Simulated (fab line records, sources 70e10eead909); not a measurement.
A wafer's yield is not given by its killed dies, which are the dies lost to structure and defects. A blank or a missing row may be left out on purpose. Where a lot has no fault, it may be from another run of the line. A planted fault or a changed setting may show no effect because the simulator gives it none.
What tool caused it?    flow nandHarc    15 lots with 45 wafers sampled at 4 steps, on a route of 1302 steps

== WHAT THE GAUGES SHOWED, per wafer ==
The record lacks any reading of a measuring or inspecting step that a usual standard deviation could be used to judge.

== WHICH TOOL RAN EACH LOT (tool, then ch and the chambers of the sampled wafers, then the start) ==
lot   NHARC_A_STAIRCASE_STRIP_295                   NHARC_A_STAIRCASE_ETCH_315                    NHARC_A_STAIRCASE_DEP_417        NHARC_A_STAIRCASE_CVD_552
L936  rieDiel-08 ch 1,2,3, day 17 16:47 or earlier  rieDiel-10 ch 0,2,3, day 17 16:47 or earlier  pecvd-03 ch 0,1,2, day 17 16:47  lpcvd-01 ch 1, day 18 01:12
L935  rieDiel-08 ch 0,2,3, day 17 17:53 or earlier  rieDiel-08 ch 0,1,2, day 17 17:53 or earlier  pecvd-02 ch 0,1,2, day 17 17:53  lpcvd-01 ch 1, day 18 01:12
L937  rieDiel-10 ch 0,2,3, day 17 21:06 or earlier  rieDiel-07 ch 1,2,3, day 17 21:06 or earlier  pecvd-02 ch 0,1,2, day 17 21:06  lpcvd-02 ch 1, day 18 06:33
L938  rieDiel-08 ch 2,3, day 18 20:17 or earlier    rieDiel-07 ch 0,2, day 18 20:17 or earlier    pecvd-02 ch 1,2, day 18 20:17    lpcvd-02 ch 1, day 19 11:00
L940  rieDiel-07 ch 0,1,2, day 19 03:43 or earlier  rieDiel-08 ch 1,2, day 19 03:43 or earlier    pecvd-02 ch 0,1,2, day 19 03:43  lpcvd-02 ch 1, day 19 11:00
L939  rieDiel-08 ch 0,2,3, day 19 05:02 or earlier  rieDiel-10 ch 0,2, day 19 05:02 or earlier    pecvd-03 ch 0,1, day 19 05:02    lpcvd-01 ch 0, day 19 16:24
L941  rieDiel-08 ch 0,1,3, day 20 11:26 or earlier  rieDiel-08 ch 0,1, day 20 11:26 or earlier    pecvd-04 ch 0,1,2, day 20 11:26  lpcvd-02 ch 0, day 20 18:34
L942  rieDiel-07 ch 1,2,3, day 20 12:06 or earlier  rieDiel-10 ch 1,2,3, day 20 12:06 or earlier  pecvd-04 ch 0,2, day 20 12:06    lpcvd-02 ch 0, day 20 18:34
L943  rieDiel-10 ch 2,3, day 20 13:10 or earlier    rieDiel-08 ch 0,1,2, day 20 13:10 or earlier  pecvd-02 ch 0,2, day 20 13:10    lpcvd-02 ch 1, day 20 18:34
L944  rieDiel-08 ch 0,1,3, day 21 00:53             rieDiel-08 ch 0,1,3, day 21 08:44 or earlier  pecvd-04 ch 0,2, day 21 08:44    lpcvd-01 ch 1, day 21 17:11 and lpcvd-02 ch 1, day 21 21:02
L947  rieDiel-08 ch 0,1, day 22 14:23 or earlier    rieDiel-07 ch 1,2,3, day 22 14:23 or earlier  pecvd-03 ch 0,1,2, day 22 14:23  lpcvd-01 ch 0, day 22 20:19 and lpcvd-02 ch 0, day 23 00:13
L950  rieDiel-08 ch 1,2,3, day 23 18:02 or earlier  rieDiel-08 ch 0,1,3, day 23 18:02 or earlier  pecvd-03 ch 0,2, day 23 18:02    lpcvd-01 ch 0, day 24 01:18
L956  rieDiel-08 ch 0,1,2, day 26 17:22 or earlier  rieDiel-10 ch 0,3, day 26 17:22 or earlier    pecvd-03 ch 0,2, day 26 17:22    lpcvd-02 ch 1, day 27 01:28
L957  rieDiel-08 ch 0,2, day 26 19:23 or earlier    rieDiel-10 ch 1,3, day 26 19:23 or earlier    pecvd-02 ch 1,2, day 26 19:23    lpcvd-02 ch 1, day 27 01:28
L958  rieDiel-08 ch 0,2,3, day 26 22:01 or earlier  rieDiel-08 ch 0,2, day 26 22:01 or earlier    pecvd-02 ch 1,2, day 26 22:01    lpcvd-02 ch 1, day 27 06:18
- NHARC_A_STAIRCASE_STRIP_295: strips in O2.
- NHARC_A_STAIRCASE_ETCH_315: etches the open film in C4F8/O2/Ar, target depth 2500 nm, time 607.1 s.
- NHARC_A_STAIRCASE_DEP_417: deposits Si3N4, target thk 60 nm.
- NHARC_A_STAIRCASE_CVD_552: deposits SiNx, target thk 40 nm.

== AS READ BY THE TOOLS THEMSELVES (means over the sampled wafers that have a number; for cases with no such wafer, the mark the record gives instead) ==
NHARC_A_STAIRCASE_STRIP_295.
lot   tool        drypumpMotorCurrentA (A)  oesProductAu (a.u.)  rfVppV (V)  showerheadPlenumPTorr (Torr)  throttleValvePct (%)
L936  rieDiel-08  6.2                       1.008                58.5        3.51                          17.037
L935  rieDiel-08  6.1                       1.001                58.1        3.60                          17.033
L937  rieDiel-10  5.5                       1.007                57.3        3.37                          17.029
L938  rieDiel-08  6.2                       1.011                57.5        3.58                          17.036
L940  rieDiel-07  5.8                       0.991                58.3        3.58                          17.035
L939  rieDiel-08  6.0                       0.999                57.9        3.60                          17.023
L941  rieDiel-08  6.1                       1.007                57.1        3.53                          17.042
L942  rieDiel-07  5.6                       0.994                57.5        3.59                          17.038
L943  rieDiel-10  5.5                       1.008                57.7        3.35                          17.036
L944  rieDiel-08  6.1                       1.003                57.9        3.52                          17.042
L947  rieDiel-08  6.4                       1.012                57.7        3.54                          17.036
L950  rieDiel-08  6.3                       1.009                57.6        3.49                          17.038
L956  rieDiel-08  6.3                       0.990                57.7        3.59                          17.028
L957  rieDiel-08  6.3                       1.004                58.3        3.65                          17.036
L958  rieDiel-08  6.0                       0.998                58.3        3.57                          17.028

NHARC_A_STAIRCASE_ETCH_315.
lot   tool        oesProductAu (a.u.)  rfVppV (V)
L936  rieDiel-10  0.933                1813
L935  rieDiel-08  0.938                1834
L937  rieDiel-07  0.932                1831
L938  rieDiel-07  0.926                1833
L940  rieDiel-08  0.941                1832
L939  rieDiel-10  0.953                1815
L941  rieDiel-08  0.947                1829
L942  rieDiel-10  0.939                1818
L943  rieDiel-08  0.937                1834
L944  rieDiel-08  0.932                1826
L947  rieDiel-07  0.923                1831
L950  rieDiel-08  0.936                1825
L956  rieDiel-10  0.956                1814
L957  rieDiel-10  0.938                1822
L958  rieDiel-08  0.930                1838

NHARC_A_STAIRCASE_DEP_417.
lot   tool      heaterPowerW (W)
L936  pecvd-03  625
L935  pecvd-02  681
L937  pecvd-02  692
L938  pecvd-02  671
L940  pecvd-02  688
L939  pecvd-03  706
L941  pecvd-04  677
L942  pecvd-04  666
L943  pecvd-02  688
L944  pecvd-04  657
L947  pecvd-03  663
L950  pecvd-03  709
L956  pecvd-03  656
L957  pecvd-02  711
L958  pecvd-02  675

== THE ANSWER, worked out from the rows above alone ==
Rule: the lots themselves supply what counts as usual. Put in order of their means at a reading, lots are off if they are a third of the lots or fewer, leave a main group of 4 or more, and stand apart from it by a gap of 3 or more times the standard deviation of the main group's means; of several such gaps the widest counts. A main group is skipped when, at the precision printed for the reading in the tables above, its means are all equal. Also off: a lot with no number at a reading for which 4 or more lots have one. Any other lot the step has rows for is counted as sound. The gauges are gone through in route order, then the tools' own readings, and for those a lot's mean is taken as printed above. The first step at which some lot is off is used, and at that step the reading that is off furthest; a lot without a number counts as furthest.
No lot is off at any reading shown: from this, nothing can be told.

== WHAT WAS PUT IN BY THE SIMULATOR ==
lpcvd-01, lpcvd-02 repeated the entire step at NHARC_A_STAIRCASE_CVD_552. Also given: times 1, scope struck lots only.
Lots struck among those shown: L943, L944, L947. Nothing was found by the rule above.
